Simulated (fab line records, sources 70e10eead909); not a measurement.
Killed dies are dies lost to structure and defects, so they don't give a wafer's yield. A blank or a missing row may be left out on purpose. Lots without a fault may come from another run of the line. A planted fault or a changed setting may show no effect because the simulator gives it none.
A struck lot beside a sound one | flow nand_harc | 40 steps out of a route of 1302
Sound: wafers L596.1, L596.2, L596.3. Struck: wafers L604.2, L604.4. (L604.5 of the same lot was not struck and is left out.) The cause comes at the end.
At each step with rows: each side's tool, then ch and its chambers, then its first start. Under that, the readings that differ: sound wafers | struck wafers | difference of the means | sigmas: that difference in standard deviations of wafers without a fault.
alike: readings whose means differ by less than 2 such deviations, and words and numbers that are the same on both sides. not compared: withheld readings, readings that some wafer has no value for, bounds like >300 that may hide the same value, and numbers for which the record gives no deviation and whose values overlap.
The two part at a step that has a row with sigmas, a row that says differs or no value, or rows on one side only. Numbers that don't overlap but have no deviation are shown without sigmas and don't part them. A reading that every wafer of one side lacks parts them only if that side has two wafers or more.

NHARC_P_M0_OVL_MEAS_10: pitch 180 nm.
  sound on overlay-01, day 6 01:19; struck on overlay-01, day 9 05:25
  alike: overlay_x_nm, overlay_y_nm
NHARC_P_M0_INSPECT_11:
  sound on defect_inspect-01, day 6 01:21; struck on defect_inspect-01, day 9 05:26
  alike: raw_defect_count
NHARC_P_M0_DESCUM_14: chemistry O2, time 3 s.
  sound on rie_diel-09 ch 1,2,3, day 6 01:25; struck on rie_diel-01 ch 1,2, day 9 05:30
  reading                | sound    | struck | difference | sigmas
  rf_hours_counter_h (h) | 42 50 46 | 54 52  | +7         |
  alike: chamber_pressure_mTorr, drypump_motor_current_A, oes_product_au, rf_vpp_V, showerhead_plenum_p_Torr, throttle_valve_pct
then, 2 steps without rows for these wafers: NHARC_P_M0_ETCH_34 (etches the open film in N2/H2, target depth 40 nm, overetch 12 nm, time 43.94 s); NHARC_P_M0_ETCH_15 (etches the open film in C4F8/Ar, target depth 150 nm, overetch 15 nm, time 82.5 s).
NHARC_P_M0_CD_MEAS_16:
  sound on cd_sem-03, day 6 01:43; struck on cd_sem-01, day 9 05:49
  alike: cd_nm
NHARC_P_M0_STRIP_18: strips in N2/H2.
  sound on rie_diel-01 ch 0,1,3, day 6 01:47; struck on rie_diel-09 ch 1,3, day 9 05:58
  reading      | sound          | struck    | difference | sigmas
  rf_vpp_V (V) | 87.8 91.1 89.2 | 91.2 91.3 | +1.9       | +2
  alike: chamber_pressure_mTorr, drypump_motor_current_A, oes_product_au, showerhead_plenum_p_Torr, throttle_valve_pct
  not compared: rf_hours_counter_h
then, 2 steps without rows for these wafers: NHARC_P_M0_STRIP_19 (strips in post etch residue remover, time 600 s); NHARC_P_M0_DEGAS_28 (time 60 s).
NHARC_P_M0_PRE_CLEAN_29: time 30 s.
  sound on pvd_sputter-03; struck on pvd_sputter-02
  alike: heater_power_w
NHARC_P_M0_PVD_20: deposits TaN, target thk 5 nm, time 8.06 s.
  sound on pvd_sputter-03; struck on pvd_sputter-02
  alike: bias_v, cathode_dc_power_W, throttle_valve_pct
then, 1 step without rows for these wafers: NHARC_P_M0_PVD_21 (deposits Cu, target thk 30 nm, time 20.49 s).
NHARC_P_M0_ECD_22: material Cu, target thk 400 nm.
  sound on ecd_cu-02 ch 0,1, day 6 02:51; struck on ecd_cu-01 ch 0,1, day 9 06:50
then, 2 steps without rows for these wafers: NHARC_P_M0_ANNEAL_30 (time 90 s); NHARC_P_M0_CMP_23 (polishes, t overpolish 20 s, target thk 117.54 nm).
NHARC_P_M0_THK_MEAS_24: measures by xrf.
  sound on film_metro-02, day 6 03:53; struck on film_metro-01, day 9 07:53
  alike: thk_nm
then, 1 step without rows for these wafers: NHARC_P_M0_SRD_25.
NHARC_P_M0_PRE_CLEAN_31: time 12 s.
  sound on pecvd-01 ch 0,1,2, day 6 04:10; struck on pecvd-01 ch 0, day 9 08:07
  alike: heater_power_w
then, 11 steps without rows for these wafers: NHARC_P_M0_DEP_32 (deposits SiCN, target thk 30 nm); NHARC_P_M1_DEP_00 (deposits SiOC, target thk 182.5 nm); NHARC_P_M1_DEHYDRATE_01 (time 120 s); NHARC_P_M1_HMDS_02 (time 30 s); NHARC_P_M1_COAT_34 (time 65 s); NHARC_P_M1_COAT_03 (resist thk 90 nm); NHARC_P_M1_SOFTBAKE_04 (time 55 s); NHARC_P_M1_EBR_05; NHARC_P_M1_EXPOSE_06 (exposes mask P M1, target cd 130 nm); NHARC_P_M1_PEB_07 (peb time 65 s); NHARC_P_M1_DEVELOP_08 (develop time 35 s).
NHARC_P_M1_CD_MEAS_09: target cd 130 nm.
  sound on cd_sem-01 ch 0, day 6 05:22; struck on cd_sem-01 ch 0, day 9 09:19
  alike: cd_nm
NHARC_P_M1_OVL_MEAS_10: pitch 260 nm.
  sound on overlay-01, day 6 05:27; struck on overlay-02, day 9 09:24
  alike: overlay_x_nm, overlay_y_nm
then, 3 steps without rows for these wafers: NHARC_P_M1_DESCUM_14 (chemistry O2, time 3 s); NHARC_P_M1_ETCH_35 (etches the open film in N2/H2, target depth 40 nm, overetch 12 nm, time 43.94 s); NHARC_P_M1_ETCH_15 (etches the open film in C4F8/Ar, target depth 182.5 nm, time 91.2 s).
NHARC_P_M1_CD_MEAS_16:
  sound on cd_sem-02, day 6 05:51; struck on cd_sem-03, day 9 09:48
  alike: cd_nm
then, 4 steps without rows for these wafers: NHARC_P_M1_STRIP_18 (strips in N2/H2); NHARC_P_M1_ETCH_28 (etches the open film in CF4/N2, target depth 30 nm, time 72.99 s); NHARC_P_M1_STRIP_19 (strips in post etch residue remover, time 600 s); NHARC_P_M1_DEGAS_29 (time 60 s).
-- the record jumps here: 18 days lie between the struck wafers' starts before and after (it left off in module P_M1 and takes up again in module END, whose first step shown is number 1302 of the route) --
NHARC_END_SORT_01:
  the record has rows for the struck wafers here (prober-02 ch 0, day 27 07:26) and none for the sound ones

WHERE THEY PART
First at NHARC_P_M0_STRIP_18; last, within this record, at NHARC_END_SORT_01.

WHY: what the simulator had put in
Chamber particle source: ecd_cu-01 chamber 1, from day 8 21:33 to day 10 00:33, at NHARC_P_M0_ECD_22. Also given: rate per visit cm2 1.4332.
